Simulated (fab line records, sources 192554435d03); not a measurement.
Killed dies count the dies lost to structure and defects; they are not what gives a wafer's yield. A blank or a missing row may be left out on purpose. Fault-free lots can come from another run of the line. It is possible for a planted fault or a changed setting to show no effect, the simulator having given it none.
One fault seen from 2 desks | flow n5-finfet | each desk has only its own numbers; what lay behind them comes last

## THE TOOL OWNER'S DESK: cmp-03
The tool's own readings at N5_GATE_CUT_CMP_23 (polishes, stops on SiO2, t overpolish 23.4 s, target thk 16 nm): means of the sampled wafers that have a number, for each lot that ran on this tool. The brackets show how far a lot's mean lies from the usual mean; more than 4 standard deviations puts the lot out of limits, marked OUT.
Columns: A = motor-current-A at N5_GATE_CUT_CMP_23, usual 8.7 A; B = overpolish-run-s at N5_GATE_CUT_CMP_23, usual 23.400 s; C = time-to-endpoint-s at N5_GATE_CUT_CMP_23, usual 19.8 s
lot  | first seen here | A   | B      | C
L157 | day 5 18:38     | 8.3 | 23.400 | 23.9
L164 | day 7 05:16     | 8.3 | 23.401 | 22.0
L166 | day 7 14:29     | 9.6 | 23.401 | 21.9
L167 | day 7 17:37     | 9.4 | 23.395 | 20.1
L168 | day 8 02:32     | 7.9 | 23.400 | 17.7
L169 | day 8 10:31     | 8.3 | 23.394 | 16.1
L170 | day 8 13:27     | 9.5 | 23.389 | 12.6
Finding of this desk: none of the 7 lots has anything out of limits.

## THE METROLOGY DESK
Means of the sampled wafers that have a number, per lot and without regard to the tool the lot ran on: this is what the gauges read. The brackets show how far a lot's mean lies from the usual mean; more than 4 standard deviations puts the lot out of limits, marked OUT. Of its 11 readings 7 are shown: those that lie furthest out on some lot.
Columns: A = GATE_CUT_OVL at N5_GATE_CUT_OVL_MEAS_14, usual 0.5 nm; B = DIBL_N at N5_BEOL_M4_RC_MEAS_101, usual 36.3 mV/V; C = DIBL_P at N5_BEOL_M4_RC_MEAS_101, usual 36.3 mV/V; D = IOFF_P at N5_BEOL_M4_RC_MEAS_101, usual 0.22 nA/um; E = ION_P at N5_BEOL_M4_RC_MEAS_101, usual 465 uA/um; F = SS_P at N5_BEOL_M4_RC_MEAS_101, usual 73.3 mV/dec; G = VT_P at N5_BEOL_M4_RC_MEAS_101, usual -249 mV
lot  | first seen here | A    | B    | C    | D    | E   | F    | G
L155 | day 5 00:08     | -0.3 | 37.1 | 37.8 | 0.24 | 470 | 73.9 | -248
L156 | day 5 01:19     | 0.1  | 35.0 | 34.9 | 0.17 | 454 | 72.1 | -254
L157 | day 5 16:09     | 0.6  | 36.9 | 35.7 | 0.21 | 467 | 73.3 | -250
L163 | day 6 21:04     | 1.8  | 34.7 | 36.4 | 0.24 | 471 | 72.6 | -247
L164 | day 7 02:49     | 0.5  | 37.2 | 35.4 | 0.22 | 466 | 73.6 | -248
L166 | day 7 12:04     | 1.2  | 36.4 | 36.8 | 0.24 | 471 | 73.4 | -246
L167 | day 7 15:06     | 0.9  | 34.2 | 34.4 | 0.18 | 462 | 73.2 | -254
L168 | day 8 00:07     | 0.6  | 36.1 | 35.8 | 0.20 | 456 | 73.5 | -251
L169 | day 8 07:33     | 0.1  | 37.1 | 37.1 | 0.22 | 469 | 73.1 | -250
L170 | day 8 10:58     | 1.5  | 36.0 | 36.0 | 0.20 | 462 | 73.1 | -251
L176 | day 10 02:01    | -0.3 | 36.5 | 36.9 | 0.26 | 469 | 73.7 | -246
Finding of this desk: none of the 11 lots has anything out of limits.

## PUT TOGETHER
Nothing out of limits was seen by the tool owner's desk.
Metrology desk: nothing out of limits seen.

## WHAT THE SIMULATOR HAD PUT IN
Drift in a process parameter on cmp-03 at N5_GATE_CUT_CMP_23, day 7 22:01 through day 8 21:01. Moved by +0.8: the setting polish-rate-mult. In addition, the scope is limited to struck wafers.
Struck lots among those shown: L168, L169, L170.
